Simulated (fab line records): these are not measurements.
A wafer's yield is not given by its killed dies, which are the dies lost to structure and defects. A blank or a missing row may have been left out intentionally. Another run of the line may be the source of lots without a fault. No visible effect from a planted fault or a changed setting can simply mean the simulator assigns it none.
fab line records    flow nand-harc
[record] lots = 6  wafers = 18  last-day = 33
route steps=1302 shown P_M0@256
lots that met no fault: from a run of the same line without faults
start-h: start of the lot's first displayed wafer, in hours after the record's first day    wait-h: hours from the lot's prior step to this one    " as in the row above    L1.1+2: a row that stands for several wafers    - no value, or no start was given    * or withheld: withheld    < > ~ a bound
route shown NAME@n: a module of which the file shows steps, and the number in the route of the first    usual: average and standard deviation across the fault-free wafers    same: alike in all rows    chamber/n: place in a boat    sites: per-site readings    _std_site: the values' standard deviation    _edge_site: inner sites' mean taken away from outer sites' mean    radius-mm: for every site, how far away it sits from the centre of the wafer    mask NAME#n: copy n    behind: the most recent tool/chamber to have shaped the wafer    hold: cause of the lot's hold/its duration in hours/its outcome    device: names the non-switching transistor (n, p or np)    end of line: the same wafers' tests at the end of the route    a step with no rows: only its recipe    killed: dies lost to structure and defects at the first sort, not the wafer's yield    map: a wafer's dies, x killed, . not, _ none there
set.NAME: the setting that was run; set.NAME@STEP: the one run at that earlier step    model.NAME: the simulator's own value behind a step, which no gauge read
lots seen at some steps along the route; tables by step, rows by wafer
services: the hour from which a tool's chamber was out of use, counted from the record's first day as start-h (under 0 if before that day), plus the number of hours and why
[[steps]]
[step NHARC_P_M0_COAT_33]
[recipe] temp-c = 200  time-s = 65
[step NHARC_P_M0_COAT_03]
[recipe] spin-rpm = 1500  resist-thk-nm = 90
[step NHARC_P_M0_SOFTBAKE_04]
[recipe] temp-c = 105  time-s = 55
[step NHARC_P_M0_EBR_05]
[step NHARC_P_M0_EXPOSE_06]
[recipe] na = 1.35  target-cd-nm = 90  dose-mj = 81.28  mask-id = P_M0
[step NHARC_P_M0_PEB_07]
[recipe] peb-temp-c = 100  peb-time-s = 65
[step NHARC_P_M0_DEVELOP_08]
[recipe] develop-time-s = 35  dev-temp-c = 23
[step NHARC_P_M0_CD_MEAS_09]
[recipe] target-cd-nm = 90  landing-energy-ev = 500
[usual] cd-nm = 89.9/0.6
lot.wafer  tool       chamber  start-h  wait-h  cd-nm
L484.2     cd-sem-02  0        173.21   -       89.8
L484.3     "          0        "        "       90.3
L484.4     "          0        "        "       91.3
L487.2     cd-sem-01  0        207.62   -       90.5
L487.4     "          0        "        "       90.1
L487.5     "          0        "        "       90.7
L498.3     cd-sem-03  0        308.34   -       89.6
L498.4     "          0        "        "       89.6
L498.6     "          0        "        "       89.5
L499.1     cd-sem-01  0        318.03   -       90.0
L499.4     "          0        "        "       89.9
L499.6     "          0        "        "       90.7
L501.3     cd-sem-03  0        347.01   -       90.3
L501.5     "          0        "        "       90.0
L501.6     "          0        "        "       89.8
L502.1     cd-sem-02  0        353.54   -       89.8
L502.3     "          0        "        "       90.4
L502.5     "          0        "        "       89.3
[step NHARC_P_M0_OVL_MEAS_10]
[recipe] pitch-nm = 180
[usual] overlay-x-nm = 0.2/0.84  overlay-y-nm = 0.1/0.75
lot.wafer  tool        chamber  start-h  wait-h  overlay-x-nm  overlay-y-nm
L484.2     overlay-01  -        173.30   -       0.0           -0.9
L484.3     "           -        "        "       -0.3          0.0
L484.4     "           -        "        "       -0.2          -0.6
L487.2     overlay-01  -        207.71   -       1.2           0.1
L487.4     "           -        "        "       1.8           0.4
L487.5     "           -        "        "       1.4           0.5
L498.3     overlay-01  -        308.42   -       0.4           -1.6
L498.4     "           -        "        "       0.1           -1.3
L498.6     "           -        "        "       -0.1          -1.3
L499.1     overlay-02  -        318.13   -       0.0           0.3
L499.4     "           -        "        "       -0.6          0.1
L499.6     "           -        "        "       -0.4          -0.1
L501.3     overlay-02  -        347.09   -       -0.4          0.0
L501.5     "           -        "        "       -0.5          -0.4
L501.6     "           -        "        "       0.5           0.2
L502.1     overlay-01  -        353.63   -       -0.5          -0.4
L502.3     "           -        "        "       -0.1          -0.7
L502.5     "           -        "        "       -0.7          -0.4
[step NHARC_P_M0_INSPECT_11]
[usual] raw-defect-count = 4.9/2.7
lot.wafer  tool               chamber  start-h  wait-h  raw-defect-count
L484.2     defect-inspect-01  -        173.33   0.0     7
L484.3     "                  -        "        "       6
L484.4     "                  -        "        "       1
L487.2     defect-inspect-02  -        207.75   0.0     6
L487.4     "                  -        "        "       5
L487.5     "                  -        "        "       11
L498.3     defect-inspect-01  -        308.46   0.0     7
L498.4     "                  -        "        "       11
L498.6     "                  -        "        "       6
L499.1     defect-inspect-02  -        318.17   0.0     5
L499.4     "                  -        "        "       5
L499.6     "                  -        "        "       13
L501.3     defect-inspect-01  -        347.13   0.0     3
L501.5     "                  -        "        "       6
L501.6     "                  -        "        "       5
L502.1     defect-inspect-01  -        353.67   0.0     6
L502.3     "                  -        "        "       3
L502.5     "                  -        "        "       4
[step NHARC_P_M0_DESCUM_14]
[recipe] time-s = 3  o2-flow-sccm = 200  ar-flow-sccm = 0  bias-power-w = 0  chemistry = O2
[usual] drypump-motor-current-A = 5.7/0.36  oes-product-au = 1.000/0.0091  rf-vpp-V = 57.6/0.82  showerhead-plenum-p-Torr = 1.88/0.075  throttle-valve-pct = 11.310/0.0091
lot.wafer  tool         chamber  start-h  wait-h  drypump-motor-current-A  oes-product-au  rf-hours-counter-h  rf-vpp-V  showerhead-plenum-p-Torr  throttle-valve-pct
L484.3     rie-diel-04  2        173.39   0.1     6.1                      1.015           44                  58.4      1.87                      11.309
L484.2     "            0        "        "       5.1                      0.992           56                  58.2      2.06                      11.318
L484.4     "            3        "        "       5.4                      0.996           -                   57.0      1.98                      11.312
L487.4     rie-diel-13  0        207.82   0.1     5.4                      1.009           4                   56.4      1.77                      11.311
L487.2     "            1        "        "       6.2                      1.002           5                   57.1      1.83                      11.305
L487.5     "            3        "        "       5.8                      1.016           -                   58.4      1.91                      11.295
L498.4     rie-diel-04  1        308.53   0.1     5.5                      1.004           40                  57.4      1.88                      11.292
L498.3     "            2        "        "       6.1                      1.011           38                  58.1      1.86                      11.302
L498.6     "            1        "        "       5.5                      1.005           -                   56.8      1.88                      11.326
L499.1     rie-diel-08  2        318.23   0.1     5.9                      0.998           38                  57.9      1.88                      11.317
L499.4     "            3        "        "       5.8                      0.992           34                  58.5      1.88                      11.317
L499.6     "            2        "        "       5.9                      1.000           -                   57.6      1.88                      11.312
L501.3     rie-diel-08  0        347.19   0.1     5.3                      1.016           38                  56.5      1.80                      11.313
L501.6     "            0        "        "       5.3                      1.014           -                   57.3      1.80                      11.304
L501.5     "            1        "        "       5.8                      0.992           -                   58.5      1.93                      11.307
L502.1     rie-diel-08  3        353.74   0.1     5.8                      0.992           38                  58.1      1.88                      11.313
L502.3     "            1        "        "       5.8                      0.992           45                  58.8      1.93                      11.301
L502.5     "            2        "        "       5.9                      1.007           -                   58.5      1.88                      11.322
[step NHARC_P_M0_ETCH_34]
[recipe] target-depth-a = 400  overetch-a = 120  time-s = 43.94  ion-energy-ev = 200  n2-flow-sccm = 150  h2-flow-sccm = 150  ar-flow-sccm = 0  rf-w = 400  bias-w = 150  chemistry = N2/H2
[usual] bias-w = 150.0/0.44  chamber-pressure-mTorr = 29.999/0.029  drypump-motor-current-A = 5.8/0.37  oes-product-au = 0.999/0.0086  rf-vpp-V = 429.7/2.5  showerhead-plenum-p-Torr = 2.01/0.084  throttle-valve-pct = 14.172/0.0084
lot.wafer  tool         chamber  start-h  wait-h  bias-w  chamber-pressure-mTorr  drypump-motor-current-A  oes-product-au  rf-hours-counter-h  rf-vpp-V  showerhead-plenum-p-Torr  throttle-valve-pct
L484.3     rie-diel-04  2        173.50   0.1     149.1   30.017                  6.1                      1.006           44                  427.6     1.99                      14.166
L484.2     "            3        "        "       150.3   30.013                  5.4                      1.008           46                  431.3     2.11                      14.171
L484.4     "            3        "        "       150.4   29.954                  5.4                      1.000           -                   432.5     2.11                      14.176
L487.2     rie-diel-13  1        207.89   0.1     150.8   30.038                  6.2                      0.992           5                   427.4     1.95                      14.172
L487.4     "            2        "        "       149.2   30.028                  6.3                      0.997           6                   427.5     1.94                      14.169
L487.5     "            1        "        "       150.9   30.016                  6.2                      0.999           -                   427.7     1.95                      14.160
L498.3     rie-diel-04  1        308.60   0.1     149.8   30.021                  5.5                      0.999           40                  429.7     2.01                      14.182
L498.4     "            0        "        "       149.7   30.009                  5.1                      0.987           38                  434.0     2.18                      14.177
L498.6     "            1        "        "       150.4   30.018                  5.5                      0.993           -                   429.8     2.01                      14.172
L499.1     rie-diel-08  2        318.32   0.1     150.4   30.001                  5.9                      1.003           38                  429.6     2.00                      14.169
L499.4     "            1        "        "       150.8   30.023                  5.8                      0.981           37                  429.6     2.06                      14.158
L499.6     "            2        "        "       150.3   29.975                  5.9                      1.013           -                   429.5     2.00                      14.181
L501.3     rie-diel-08  1        347.29   0.1     149.3   29.955                  5.8                      0.994           43                  431.0     2.06                      14.164
L501.5     "            2        "        "       150.0   29.993                  5.9                      0.999           -                   428.3     2.00                      14.177
L501.6     "            3        "        "       149.6   30.025                  5.8                      0.988           -                   430.1     2.00                      14.178
L502.1     rie-diel-08  1        353.81   0.1     150.2   29.998                  5.8                      0.983           45                  431.1     2.06                      14.166
L502.3     "            0        "        "       149.8   29.986                  5.3                      1.011           39                  426.6     1.92                      14.179
L502.5     "            2        "        "       149.9   29.938                  5.9                      0.998           -                   430.3     2.00                      14.172
[step NHARC_P_M0_ETCH_15]
[recipe] target-depth-a = 1500  overetch-a = 150  time-s = 82.5  c4f8-flow-sccm = withheld  ar-flow-sccm = 400  rf-w = 600  bias-w = 300  chemistry = C4F8/Ar
[usual] bias-w = 300.0/0.91  chamber-pressure-mTorr = 25.001/0.023  oes-product-au = 0.955/0.023  rf-vpp-V = 439.8/2.5
lot.wafer  tool         chamber  start-h  wait-h  bias-w  chamber-pressure-mTorr  oes-product-au  rf-hours-counter-h  rf-vpp-V
L484.2     rie-diel-04  2        173.60   -       300.2   25.017                  0.974           44                  439.9
L484.3     "            0        "        "       298.2   24.979                  0.963           56                  446.8
L484.4     "            3        "        "       299.7   24.978                  0.961           -                   442.2
L487.4     rie-diel-13  3        207.98   -       300.4   24.957                  0.965           5                   440.3
L487.2     "            1        "        "       298.9   24.988                  0.979           5                   437.1
L487.5     "            0        "        "       299.4   24.990                  0.970           -                   436.9
L498.3     rie-diel-04  2        308.70   -       -       -                       -               -                   -
L498.4     "            0        "        "       -       -                       -               -                   -
L498.6     "            2        "        "       -       -                       -               -                   -
L499.4     rie-diel-08  1        318.40   -       -       -                       -               -                   -
L499.1     "            0        "        "       -       -                       -               -                   -
L499.6     "            2        "        "       -       -                       -               -                   -
L501.3     rie-diel-08  2        347.36   -       298.9   25.008                  0.921           43                  439.9
L501.6     "            2        "        "       299.8   24.943                  0.925           -                   440.5
L501.5     "            3        "        "       298.5   25.001                  0.925           -                   440.0
L502.3     rie-diel-08  0        353.90   -       300.8   25.026                  0.977           39                  438.3
L502.1     "            1        "        "       300.7   24.986                  0.971           45                  440.9
L502.5     "            1        "        "       299.5   25.016                  0.969           -                   440.7
[step NHARC_P_M0_CD_MEAS_16]
[usual] cd-nm = 89.8/0.74
lot.wafer  tool       chamber  start-h  wait-h  cd-nm
L484.2     cd-sem-02  -        173.74   -       90.7
L484.3     "          -        "        "       89.1
L484.4     "          -        "        "       91.3
L487.2     cd-sem-02  -        208.11   -       90.3
L487.4     "          -        "        "       90.9
L487.5     "          -        "        "       90.5
L498.3     cd-sem-03  -        308.82   -       88.3
L498.4     "          -        "        "       89.6
L498.6     "          -        "        "       89.3
L499.1     cd-sem-01  -        318.53   -       89.1
L499.4     "          -        "        "       89.8
L499.6     "          -        "        "       90.6
L501.3     cd-sem-01  -        347.49   -       89.9
L501.5     "          -        "        "       90.0
L501.6     "          -        "        "       89.3
L502.1     cd-sem-02  -        354.03   -       89.0
L502.3     "          -        "        "       90.4
L502.5     "          -        "        "       89.0
[[services]]
tool         chamber  start-h  hours  kind
rie-diel-13  1        155.61   11.6   repair
rie-diel-13  -        165.11   9.0    pm
rie-diel-04  1        169.83   4.1    repair
rie-diel-08  0        169.91   -      clean
rie-diel-08  1        169.91   -      clean
rie-diel-08  2        169.91   -      clean
rie-diel-08  3        169.91   -      clean
rie-diel-04  -        177.92   9.0    pm
rie-diel-08  -        190.85   9.0    pm
rie-diel-08  0        190.85   9.0    vent-cycle
rie-diel-08  1        190.85   9.0    vent-cycle
rie-diel-08  2        190.85   9.0    vent-cycle
rie-diel-08  3        190.85   9.0    vent-cycle
rie-diel-08  0        199.85   -      clean
rie-diel-08  1        199.85   -      clean
rie-diel-08  2        199.85   -      clean
rie-diel-08  3        199.85   -      clean
rie-diel-13  3        212.55   5.3    repair
rie-diel-08  0        224.35   -      clean
rie-diel-08  -        226.94   1.6    repair
rie-diel-08  3        258.95   2.8    repair
rie-diel-04  2        263.66   9.2    repair
rie-diel-13  -        342.28   9.0    pm
rie-diel-04  -        343.48   0.7    repair
[[key]]
[first-sign] step = NHARC_P_M0_ETCH_15  reading = tool-record  direction = missing
effect none on later readings
met-at NHARC_P_M0_ETCH_15
struck-wafers L498.3,L498.4,L498.6,L499.1,L499.4,L499.6
later-rows-left-out L498.3,L498.4,L498.6,L499.1,L499.4,L499.6
sort-left-out L498.3,L498.4,L498.6,L499.1,L499.4,L499.6
onset-between 173.60 308.70
[fault] kind = skipped-step-whole  tool = rie-diel-04,rie-diel-08  chamber = -  onset-h = 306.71  steps = NHARC_P_M0_ETCH_15  scope = struck-lots-only
// sort-left-out: the simulated sort isn't trusted on such a fault, so these wafers' sort isn't shown, and their yield isn't known
// later-rows-left-out: the simulator's readings of these wafers behind a module that went badly wrong aren't trusted and aren't shown, but for the sort
